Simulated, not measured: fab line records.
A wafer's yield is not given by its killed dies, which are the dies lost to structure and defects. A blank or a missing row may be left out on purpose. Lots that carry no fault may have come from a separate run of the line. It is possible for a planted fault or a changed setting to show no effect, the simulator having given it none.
fab line records	flow nand-harc
record: lots: 13	wafers: 38	last-day: 33
route steps=1302 shown A_STAIRCASE@881 A_SGD_CUT@913 A_SLIT@923
lots that met no fault: taken from a fault-free run of the same line
start-h: start of the lot's first displayed wafer, in hours after the record's first day	wait-h: how many hours have passed since the lot's step before this one	" as in the row above	L1.1+2: one row covering several wafers at once	- value missing, or start not given	* or withheld: withheld	< > ~ a bound
route shown NAME@n: a module of which the file shows steps, and the number in the route of the first	usual: mean and standard deviation over wafers with no fault	same: alike in all rows	chamber/n: place in a boat	sites: per-site readings	_std_site: standard deviation across them	_edge_site: mean of outer sites minus mean of inner sites	radius-mm: for every site, how far away it sits from the centre of the wafer	mask NAME#n: copy n	behind: the last tool/chamber to shape the wafer	hold: why the lot went on hold/how many hours it stayed there/how the hold came to an end	device: the transistor (n, p or np) that didn't switch	end of line: tests of these same wafers at the route's end	step lacking rows: just its recipe	killed: the dies lost at the first sort to structure and to defects; this is not the yield of the wafer	map: per-die view of a wafer (x killed, . not killed, _ where there is no die)
set.NAME: the run value of the setting; set.NAME@STEP: its run value at that earlier step	model.NAME: the simulator's own value behind a step, which no gauge read
one table for each step of the route and one row for each wafer, over a sample of lots
services: the hour from which a tool's chamber was out of use, counted from the record's first day as start-h (under 0 if before that day), plus the number of hours and why
== steps ==
step: NHARC_A_STAIRCASE_ETCHBACK_422
recipe: target-depth-a: 400	over-etch-frac: 0.3	time-s: 74.286	ion-energy-ev: 120	ch3f-flow-sccm: 50	o2-flow-sccm: 30	ar-flow-sccm: 200	rf-w: 500	bias-w: 100	chemistry: CH3F/O2
usual: drypump-motor-current-A: 5.8/0.53	oes-product-au: 0.97/0.037	rf-vpp-V: 244.4/1.8	showerhead-plenum-p-Torr: 2.45/0.12	throttle-valve-pct: 20.663/0.0095
lot.wafer	tool	chamber	start-h	wait-h	drypump-motor-current-A	oes-product-au	rf-hours-counter-h	rf-vpp-V	showerhead-plenum-p-Torr	throttle-valve-pct
L170.2	rie-diel-07	2	433.06	0.2	6.0	0.92	42	240.7	2.32	20.653
L170.5	"	1	"	"	6.1	0.93	-	245.7	2.51	20.653
L170.6	"	2	"	"	6.0	0.92	-	242.2	2.32	20.646
L171.1	rie-diel-10	1	456.97	0.1	6.4	0.93	8	241.3	2.34	20.666
L171.2	"	3	"	"	4.7	0.92	12	243.8	2.48	20.654
L171.5	"	2	"	"	6.1	0.92	-	247.5	2.63	20.680
L172.4	rie-diel-07	3	471.22	0.2	6.3	1.01	60	246.2	2.53	20.654
L172.1	"	0	"	"	5.5	1.00	59	242.9	2.31	20.648
L172.6	"	2	"	"	6.0	1.00	-	243.8	2.32	20.661
L173.4	rie-diel-03	0	476.64	0.1	6.2	1.00	3	243.2	2.36	20.665
L173.5	"	0	"	"	6.3	1.00	-	244.1	2.36	20.663
L173.6	"	1	"	"	6.2	1.00	-	247.5	2.66	20.678
L175.3	rie-diel-07	1	487.55	0.1	6.1	1.01	2	245.6	2.51	20.668
L175.2	"	3	"	"	6.3	1.01	1	245.8	2.53	20.665
L175.6	"	2	"	"	6.0	1.01	-	243.1	2.32	20.663
L178.1	rie-diel-10	1	516.24	0.1	6.5	0.93	31	242.2	2.34	20.656
L178.2	"	2	"	"	6.1	0.93	35	246.8	2.62	20.648
L178.4	"	0	"	"	5.5	0.93	25	244.2	2.46	20.661
L179.2	rie-diel-03	1	526.30	0.1	6.2	0.93	20	248.1	2.65	20.667
L179.3	"	0	"	"	6.3	0.92	17	243.5	2.35	20.660
L179.5	"	2	"	"	5.2	0.93	-	245.9	2.54	20.650
L182.1	rie-diel-03	3	552.37	0.2	5.3	0.92	27	243.2	2.33	20.665
L182.3	"	0	"	"	6.3	0.92	25	242.5	2.35	20.662
L182.6	"	1	"	"	6.2	0.93	-	247.4	2.65	20.666
L181.3	rie-diel-07	3	552.67	0.1	6.3	0.93	21	243.8	2.53	20.657
L181.2	"	2	"	"	5.9	0.92	20	241.5	2.31	20.665
L181.5	"	3	"	"	6.3	0.95	-	244.5	2.52	20.655
L183.2	rie-diel-03	1	552.72	0.2	6.2	0.94	28	248.2	2.65	20.667
L183.3	"	2	"	"	5.2	0.92	30	245.9	2.54	20.659
L183.5	"	0	"	"	6.3	0.92	-	244.3	2.35	20.646
L184.1	rie-diel-03	2	564.34	0.2	5.2	0.92	35	245.6	2.54	20.660
L184.3	"	3	"	"	5.3	0.92	32	242.6	2.33	20.657
L191.3	rie-diel-10	3	641.76	0.1	4.6	1.00	12	244.4	2.45	20.659
L191.4	"	0	"	"	5.5	1.00	12	244.6	2.44	20.667
L191.5	"	0	"	"	5.6	0.99	-	245.2	2.44	20.660
L192.3	rie-diel-07	0	642.00	0.2	5.6	1.00	50	242.6	2.29	20.666
L192.1	"	2	"	"	6.0	1.01	45	241.3	2.30	20.652
L192.5	"	0	"	"	5.5	0.99	-	241.5	2.29	20.665
step: NHARC_A_STAIRCASE_DEP_471
recipe: target-thk-a: 1000	temp-c: 400	pressure-torr: 6.5	rf-w: 900	teos-flow-sccm: 161.4	flow-sccm: 2650	target-thk-nm: 100	gas: O2	material: SiO2
usual: heater-power-w: 576/100	throttle-valve-pct: 16.1/0.59
lot.wafer	tool	chamber	start-h	wait-h	heater-power-w	since-wet-clean-h	throttle-valve-pct
L170.2	pecvd-01	0	433.72	-	446	110	17.2
L170.6	"	0	"	"	446	-	17.2
L170.5	"	1	"	"	554	-	16.6
L171.1	pecvd-02	0	458.11	-	579	28	15.2
L171.2	"	1	"	"	778	28	15.6
L171.5	"	2	"	"	704	-	16.1
L172.1	pecvd-02	0	471.95	-	475	42	15.4
L172.4	"	0	"	"	503	-	15.4
L172.6	"	1	"	"	703	-	15.6
L173.5	pecvd-03	2	477.39	-	458	-	15.5
L173.4	"	0	"	"	596	-	16.7
L173.6	"	1	"	"	544	-	16.5
L175.2	pecvd-03	1	488.47	-	491	109	16.7
L175.3	"	2	"	"	503	109	15.5
L175.6	"	1	"	"	508	-	16.3
L178.1	pecvd-01	2	516.92	-	504	12	15.1
L178.2	"	0	"	"	443	12	16.8
L178.4	"	2	"	"	541	-	14.9
L179.3	pecvd-02	2	526.94	-	772	97	16.5
L179.2	"	0	"	"	567	97	15.6
L179.5	"	1	"	"	700	-	15.8
L182.3	pecvd-01	0	553.10	-	402	48	16.9
L182.1	"	1	"	"	587	48	16.3
L182.6	"	2	"	"	530	-	15.0
L183.3	pecvd-01	1	553.35	-	560	48	16.1
L183.2	"	2	"	"	558	48	15.2
L183.5	"	1	"	"	573	-	16.3
L181.3	pecvd-02	2	553.41	-	725	123	16.5
L181.2	"	0	"	"	564	123	15.3
L181.5	"	2	"	"	738	-	16.7
L184.1	pecvd-01	0	565.02	-	517	60	16.6
L184.3	"	1	"	"	584	60	16.3
L191.3	pecvd-03	2	642.48	-	549	82	15.5
L191.5	"	2	"	"	541	-	15.7
L191.4	"	0	"	"	462	-	16.8
L192.3	pecvd-02	2	642.68	-	728	31	16.0
L192.1	"	0	"	"	583	31	15.7
L192.5	"	1	"	"	812	-	16.0
step: NHARC_A_SGD_CUT_DEP_20
recipe: target-thk-a: 1500	temp-c: 65	material: SiO2
lot.wafer	tool	chamber	start-h	wait-h
L170.2+5+6	fcvd-02	0,0,1	436.48	-
L171.2+1+5	fcvd-01	1,0,1	460.79	-
L172.1+4+6	fcvd-02	1,0,1	474.82	-
L173.4+5+6	fcvd-02	0,1,0	480.08	-
L175.2+3+6	fcvd-01	1,0,0	491.08	-
L178.1+2+4	fcvd-01	0,1,1	519.61	-
L179.2+3+5	fcvd-02	0,1,1	529.55	-
L182.1+3+6	fcvd-02	1	555.89	-
L183.2+3+5	fcvd-02	1	556.31	-
L181.2+3+5	fcvd-02	1	556.62	-
L184.1+3	fcvd-02	1	567.57	-
L191.3+4+5	fcvd-01	1,0,0	645.24	-
L192.1+3+5	fcvd-02	1,0,0	645.39	-
step: NHARC_A_SGD_CUT_THK_MEAS_22
recipe: thk-meas-gauge: ellipsometry
usual: thk-nm: 148.2/1.4
lot.wafer	tool	chamber	start-h	wait-h	thk-nm
L170.2	film-metro-02	-	441.52	0.2	150.3
L170.5	"	-	"	"	148.7
L170.6	"	-	"	"	148.5
L171.1	film-metro-02	-	466.07	0.2	149.0
L171.2	"	-	"	"	148.0
L171.5	"	-	"	"	147.1
L172.1	film-metro-02	-	479.83	0.2	148.2
L172.4	"	-	"	"	148.0
L172.6	"	-	"	"	148.7
L173.4	film-metro-02	-	488.56	0.2	148.6
L173.5	"	-	"	"	149.2
L173.6	"	-	"	"	148.3
L175.2	film-metro-02	-	497.08	0.2	149.7
L175.3	"	-	"	"	147.5
L175.6	"	-	"	"	147.9
L178.1	film-metro-02	-	524.38	0.2	147.8
L178.2	"	-	"	"	149.1
L178.4	"	-	"	"	148.7
L179.2	film-metro-02	-	536.16	0.2	146.6
L179.3	"	-	"	"	149.0
L179.5	"	-	"	"	145.5
L182.1	film-metro-02	-	561.31	0.2	148.9
L182.3	"	-	"	"	147.5
L182.6	"	-	"	"	148.3
L183.2	film-metro-01	-	561.32	0.2	148.0
L183.3	"	-	"	"	141.4
L183.5	"	-	"	"	149.2
L181.2	film-metro-01	-	561.45	0.2	149.2
L181.3	"	-	"	"	140.7
L181.5	"	-	"	"	148.2
L184.1	film-metro-02	-	572.64	0.2	141.1
L184.3	"	-	"	"	141.8
L192.1	film-metro-01	-	650.95	0.2	150.6
L192.3	"	-	"	"	145.3
L192.5	"	-	"	"	144.5
L191.3	film-metro-02	-	650.95	0.2	149.9
L191.4	"	-	"	"	147.7
L191.5	"	-	"	"	149.3
step: NHARC_A_SLIT_DEP_00
recipe: target-thk-a: 62000	temp-c: 400	material: aC
usual: throttle-valve-pct: 35.001/0.009
lot.wafer	tool	chamber	start-h	wait-h	throttle-valve-pct
L170.2	acl-dep-03	0	443.98	-	35.016
L170.5	"	0	445.84	-	34.993
L170.6	"	0	"	"	35.005
L171.1	acl-dep-03	0	467.25	-	35.002
L171.2	"	0	"	"	35.007
L171.5	"	0	469.77	-	34.997
L172.1	acl-dep-03	0	480.73	-	34.989
L172.4	"	0	482.61	-	35.010
L172.6	"	0	483.86	-	34.999
L173.4	acl-dep-02	0	492.51	-	34.987
L173.5	"	0	"	"	34.996
L173.6	"	0	"	"	34.996
L175.2	acl-dep-01	0	501.40	-	34.993
L175.3	"	0	"	"	35.001
L175.6	"	0	503.93	-	34.997
L178.1	acl-dep-02	0	525.34	-	34.993
L178.2	"	0	"	"	34.997
L178.4	"	0	527.20	-	34.997
L179.2	acl-dep-03	0	538.49	-	34.995
L179.3	"	0	"	"	35.001
L179.5	"	0	540.40	-	34.984
L182.1	acl-dep-03	0	562.26	-	35.009
L182.3	"	0	563.49	-	34.996
L182.6	"	0	565.35	-	34.998
L183.2	acl-dep-02	0	566.40	-	34.978
L183.3	"	0	"	"	35.024
L183.5	"	0	568.30	-	35.009
L181.2	acl-dep-03	0	566.60	-	34.997
L181.3	"	0	"	"	34.998
L181.5	"	0	568.49	-	34.996
L184.1	acl-dep-02	0	573.51	-	34.997
L184.3	"	0	574.77	-	35.015
L191.3	acl-dep-02	0	653.09	-	34.994
L191.4	"	0	"	"	35.021
L191.5	"	0	"	"	35.003
L192.1	acl-dep-03	0	655.56	-	34.995
L192.3	"	0	656.82	-	35.000
L192.5	"	0	658.07	-	35.002
== services ==
tool	chamber	start-h	hours	kind
pecvd-02	-	416.97	13.0	pm
acl-dep-02	-	426.52	13.0	pm
pecvd-01	0	435.41	12.2	repair
fcvd-02	-	450.08	13.0	pm
rie-diel-03	-	461.93	9.0	pm
rie-diel-07	-	471.69	9.0	pm
acl-dep-03	-	486.19	13.0	pm
pecvd-01	-	492.00	13.0	pm
fcvd-02	0	538.11	33.6	repair
fcvd-01	-	547.00	13.0	pm
rie-diel-07	0	571.79	18.5	repair
fcvd-02	-	591.88	3.2	repair
pecvd-02	-	598.28	13.0	pm
fcvd-02	-	607.43	0.9	repair
acl-dep-02	-	608.64	13.0	pm
rie-diel-03	0	613.32	12.3	repair
fcvd-02	-	622.17	1.2	repair
fcvd-01	1	628.58	2.6	repair
rie-diel-07	2	630.95	2.3	repair
fcvd-02	-	631.08	13.0	pm
rie-diel-03	-	638.93	9.0	pm
fcvd-02	-	646.17	0.4	repair
rie-diel-07	-	649.72	9.0	pm
pecvd-02	-	654.18	1.4	repair
== key ==
first-sign: step: NHARC_A_SGD_CUT_THK_MEAS_22	reading: thk-nm	direction: down	sigmas: 4.9	usual: 148.2	struck: 141.2
effect none on later readings
met-at NHARC_A_SGD_CUT_DEP_20
struck-lots L181,L183,L184
struck-wafers L181.3,L183.3,L184.1,L184.3
tester-left-out L181,L183,L184
not-acting-at NHARC_A_STAIRCASE_ETCHBACK_422,NHARC_A_STAIRCASE_DEP_471,NHARC_A_SLIT_DEP_00
fault: kind: process-parameter-drift	tool: fcvd-02	chamber: -	onset-h: 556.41	steps: NHARC_A_SGD_CUT_DEP_20	channel: target-thk-a	offset: *	shape: step	end-h: 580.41	scope: struck-wafers-only	acts-in: *	stated: *
tester-left-out: of these lots the tester's yield and bins aren't shown, on N5 and GAA mostly nor the transistor test; their killed dies are dies lost to structure and defects alone, not to doping, threshold or leakage, so they don't give the yield
